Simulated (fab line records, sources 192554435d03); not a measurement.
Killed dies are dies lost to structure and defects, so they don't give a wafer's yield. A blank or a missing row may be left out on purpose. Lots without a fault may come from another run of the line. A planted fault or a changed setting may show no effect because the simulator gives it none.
Chamber matching | flow n5_finfet | N5_BEOL_M3_ETCH_77 on rie_diel-01: 4 sister chambers
The step etches underlayer in N2/H2, target depth 6.5 nm, time 5.2 s. 18 wafers are shown with their chamber, then 9 later ones without.

WAFERS WITH THEIR CHAMBER
wafer  | chamber | showerhead_plenum_p_Torr (Torr) | drypump_motor_current_A (A) | throttle_valve_pct (%)
L074.4 | 3       | 2.65                            | 5.9                         | 17.62
L074.5 | 1       | 2.48                            | 6.4                         | 17.61
L074.6 | 0       | 2.55                            | 5.4                         | 17.92
L075.1 | 0       | 2.55                            | 5.4                         | 17.91
L075.2 | 2       | 2.55                            | 5.6                         | 17.84
L075.6 | 1       | 2.48                            | 6.5                         | 17.59
L082.1 | 1       | 2.48                            | 6.4                         | 17.61
L082.2 | 0       | 2.55                            | 5.4                         | 17.96
L082.3 | 2       | 2.54                            | 5.6                         | 17.84
L084.1 | 2       | 2.54                            | 5.6                         | 17.86
L084.3 | 0       | 2.55                            | 5.4                         | 17.95
L084.6 | 0       | 2.55                            | 5.4                         | 17.94
L086.1 | 2       | 2.54                            | 5.6                         | 17.86
L086.4 | 0       | 2.55                            | 5.3                         | 17.94
L086.5 | 0       | 2.55                            | 5.4                         | 17.92
L087.2 | 1       | 2.48                            | 6.5                         | 17.64
L087.5 | 2       | 2.54                            | 5.6                         | 17.86
L087.6 | 3       | 2.64                            | 5.9                         | 17.63

SIGNATURES (means of the wafers above)
reading                  | chamber 0 | chamber 1 | chamber 2 | chamber 3 | scatter within a chamber
showerhead_plenum_p_Torr | 2.5500    | 2.4800    | 2.5420    | 2.6450    | 0.00305
drypump_motor_current_A  | 5.386     | 6.450     | 5.600     | 5.900     | 0.0364
throttle_valve_pct       | 17.9343   | 17.6125   | 17.8520   | 17.6250   | 0.0164
Rule: a wafer's distance from a chamber is the root of the sum, over the readings, of the square of ((its reading less the chamber's mean) divided by the reading's scatter). The wafer belongs to the nearest chamber; if the next one is less than 2 further off, it can't be placed. The scatter: the root of (the sum of the squares of (reading less its chamber's mean) over the shown wafers, divided by (wafers less chambers)).

WAFERS WITHOUT THEIR CHAMBER
wafer  | showerhead_plenum_p_Torr (Torr) | drypump_motor_current_A (A) | throttle_valve_pct (%)
L088.3 | 2.64                            | 5.9                         | 17.63
L088.4 | 2.48                            | 6.5                         | 17.61
L088.6 | 2.55                            | 5.4                         | 17.93
L090.2 | 2.64                            | 5.9                         | 17.65
L090.4 | 2.54                            | 5.4                         | 17.97
L090.6 | 2.47                            | 6.4                         | 17.64
L094.1 | 2.47                            | 6.4                         | 17.67
L094.2 | 2.63                            | 5.9                         | 17.68
L094.6 | 2.63                            | 5.9                         | 17.66

WHICH CHAMBER EACH WENT THROUGH
wafer  | from the rows above | in truth
L088.3 | 3                   | 3
L088.4 | 1                   | 1
L088.6 | 0                   | 0
L090.2 | 3                   | 3
L090.4 | 0                   | 0
L090.6 | 1                   | 1
L094.1 | 1                   | 1
L094.2 | 3                   | 3
L094.6 | 3                   | 3
Placed correctly: 9 of 9. Can't be placed from these rows: 0. Placed wrongly: 0.
